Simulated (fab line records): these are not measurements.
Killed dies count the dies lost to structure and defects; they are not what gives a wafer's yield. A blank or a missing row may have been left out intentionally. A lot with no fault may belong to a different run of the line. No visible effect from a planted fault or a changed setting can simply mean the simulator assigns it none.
Comparing a struck lot with a sound one || flow n5Finfet || 21 steps out of a route of 1938
Sound: wafers L308.3, L308.4, L308.6. Wafers struck: L295.1, L295.2, L295.4. The cause is given at the end.
Per side, at each step with rows, come the tool, then ch with its chambers, and then its first start. Under that, the readings that differ: sound wafers || struck wafers || difference of the means || sigmas: that difference in standard deviations of wafers without a fault.
alike: a reading whose means differ by less than 2 such deviations, as well as words and numbers matching on both sides. not compared: withheld readings; readings where some wafer has no value; bounds like >300 that might hide an equal value; numbers whose values overlap and for which the record gives no deviation.
A row with sigmas, a row that says differs or no value, or rows on one side alone: a step with any of these is where the two part. Non-overlapping numbers with no deviation appear without sigmas and do not part them. A reading that every wafer of one side lacks parts them only if that side has two wafers or more.

first, 8 steps without rows for these wafers: N5_BEOL_M9_DESCUM_16 (chemistry O2, time 7.9 s); N5_BEOL_M9_ETCH_61 (etches SiARC in CF4, target depth 39 nm, time 65 s); N5_BEOL_M9_ETCH_62 (etches SOC in N2/H2, target depth 110 nm, overetch 22 nm, time 165 s); N5_BEOL_M9_STRIP_68 (strips in N2/H2); N5_BEOL_M9_STRIP_67 (strips in CF4); N5_BEOL_M9_HM_OPEN_17 (chemistry Cl2/BCl3, target TiN, target depth 20 nm, overetch 6 nm); N5_BEOL_M9_STRIP_19 (strips in O2); N5_BEOL_M9_COAT_63 (time 60 s, resist thk 60 nm).
N5_BEOL_M9_COAT_64: time 60 s, resist thk 12 nm.
  sound on lithoTrack-02 ch 0, day 16 12:22; struck on lithoTrack-04 ch 0, day 12 12:33
{"reading": "spinSpeedRpm (rpm)", "sound": "1501.0 1500.6 1500.0", "struck": "1598.9 1598.9 1599.1", "difference": "+98.4", "sigmas": "+99 or more"}
{"reading": "model.SiARC_of_BEOL_M9_COAT_64.thkNm (nm)", "sound": "12 12 12", "struck": "11.8 11.6 11.6", "difference": -0.3, "sigmas": ""}
  alike: exhaustPa, plateTempC
then, 9 steps without rows for these wafers: N5_BEOL_M9_COAT_75 (time 60 s, resist thk 5 nm); N5_BEOL_M9_COAT_22 (resist thk 30 nm); N5_BEOL_M9_EBR_24; N5_BEOL_M9_SOFTBAKE_23 (time 60 s); N5_BEOL_M9_EXPOSE_25 (exposes mask V8); N5_BEOL_M9_PEB_26 (peb time 60 s); N5_BEOL_M9_DEVELOP_27 (develop time 30 s); N5_BEOL_M9_DESCUM_33 (chemistry O2, time 7 s); N5_BEOL_M9_ETCH_76 (etches underlayer in N2/H2, target depth 6.5 nm, time 5.2 s).
N5_BEOL_M9_ETCH_65: etches SiARC in CF4, target depth 15.6 nm, time 26 s.
  sound on rieDiel-01 ch 1,2,3, day 16 13:32; struck on rieDiel-06 ch 1,2,3, day 12 12:59
{"reading": "model.etch.depthNm (nm)", "sound": "12.02 12.03 12.03", "struck": "11.7 11.69 11.64", "difference": -0.3, "sigmas": ""}
  alike: drypumpMotorCurrentA, etchRfOnTimeS, oesProductAu, rfVppV, showerheadPlenumPTorr, throttleValvePct
  not compared: rfHoursCounterH, model.CAR-EUV_of_BEOL_M9_COAT_22.thkNm
N5_BEOL_M9_ETCH_66: etches SOC in N2/H2, target depth 80 nm, overetch 16 nm, time 120 s.
  sound on rieDiel-01 ch 1,2,3, day 16 13:34; struck on rieDiel-06 ch 1,2,3, day 12 13:01
  alike: drypumpMotorCurrentA, oesProductAu, rfVppV, showerheadPlenumPTorr, throttleValvePct
  not compared: rfHoursCounterH, model.SiARC_of_BEOL_M9_COAT_64.thkNm
then, 1 step without rows for these wafers: N5_BEOL_M9_STRIP_69 (strips in N2/H2).

== WHERE THEY PART ==
Only at N5_BEOL_M9_COAT_64, as far as this record shows. Later steps at which nothing parts them and some readings are alike: N5_BEOL_M9_ETCH_65, N5_BEOL_M9_ETCH_66.

WHY: what the simulator had put in
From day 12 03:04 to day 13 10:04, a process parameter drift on lithoTrack-04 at N5_BEOL_M9_COAT_64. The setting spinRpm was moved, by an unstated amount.
